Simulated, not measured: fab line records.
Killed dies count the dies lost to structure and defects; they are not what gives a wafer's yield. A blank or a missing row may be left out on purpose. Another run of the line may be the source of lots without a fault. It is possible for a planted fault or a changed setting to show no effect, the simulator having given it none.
Matching of chambers + flow n5_finfet + uv_cure-01 running N5_BEOL_M7_CURE_74: 3 sister chambers
The step cures SiCOH lowk, time 240 s. 16 wafers are shown with their chamber, then 8 later ones without.

== EACH WAFER AND ITS CHAMBER ==
| wafer  | chamber | lamp_power_pct (%) | wafer_temp_C_max |
|--------|---------|--------------------|------------------|
| L078.3 | 2       | 52.38              | 387.2            |
| L078.4 | 2       | 52.33              | 387.0            |
| L078.6 | 2       | 52.38              | 387.4            |
| L082.1 | 2       | 52.36              | 387.0            |
| L082.2 | 2       | 52.33              | 386.4            |
| L082.4 | 2       | 52.36              | 386.7            |
| L083.1 | 2       | 52.35              | 387.1            |
| L083.4 | 2       | 52.35              | 387.5            |
| L083.5 | 2       | 52.26              | 387.1            |
| L090.1 | 0       | 52.31              | 386.8            |
| L090.2 | 0       | 52.33              | 387.1            |
| L090.4 | 0       | 52.26              | 386.8            |
| L087.2 | 0       | 52.31              | 386.9            |
| L087.3 | 0       | 52.28              | 388.0            |
| L087.4 | 0       | 52.37              | 387.1            |
| L088.1 | 1       | 52.38              | 386.5            |

SIGNATURES, as means of the wafers listed above
| reading          | chamber 0 | chamber 1 | chamber 2 | scatter within a chamber |
|------------------|-----------|-----------|-----------|--------------------------|
| lamp_power_pct   | 52.3100   | 52.3800   | 52.3444   | 0.0372                   |
| wafer_temp_C_max | 387.117   | 386.500   | 387.044   | 0.385                    |
Rule: distance of a wafer from a chamber = root of the sum over the readings of ((wafer's reading minus chamber's mean) / reading's scatter) squared. If the next closest chamber is less than 2 further off than the closest, the wafer can't be placed; otherwise it belongs to the closest. The scatter: the root of (the sum of the squares of (reading less its chamber's mean) over the shown wafers, divided by (wafers less chambers)).

== WAFERS WITHOUT THEIR CHAMBER ==
| wafer  | lamp_power_pct (%) | wafer_temp_C_max |
|--------|--------------------|------------------|
| L088.3 | 52.28              | 386.3            |
| L088.5 | 52.28              | 385.5            |
| L097.2 | 52.26              | 386.5            |
| L097.4 | 52.33              | 386.7            |
| L097.6 | 52.33              | 386.9            |
| L093.1 | 52.37              | 386.1            |
| L093.2 | 52.34              | 385.9            |
| L093.4 | 52.37              | 385.8            |

== THE CHAMBER EACH PASSED THROUGH ==
| wafer  | from the rows above          | in truth |
|--------|------------------------------|----------|
| L088.3 | can't be placed: 0 or 2 or 1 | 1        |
| L088.5 | can't be placed: 1 or 0 or 2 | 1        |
| L097.2 | can't be placed: 0 or 2 or 1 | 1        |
| L097.4 | can't be placed: 2 or 0 or 1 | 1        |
| L097.6 | can't be placed: 2 or 0 or 1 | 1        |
| L093.1 | can't be placed: 1 or 2      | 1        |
| L093.2 | can't be placed: 1 or 2 or 0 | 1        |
| L093.4 | can't be placed: 1 or 2 or 0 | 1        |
Correctly placed: 0 of 8. Not placeable from these rows: 8 (in 8, the candidates include the true chamber). Number placed wrongly: 0.
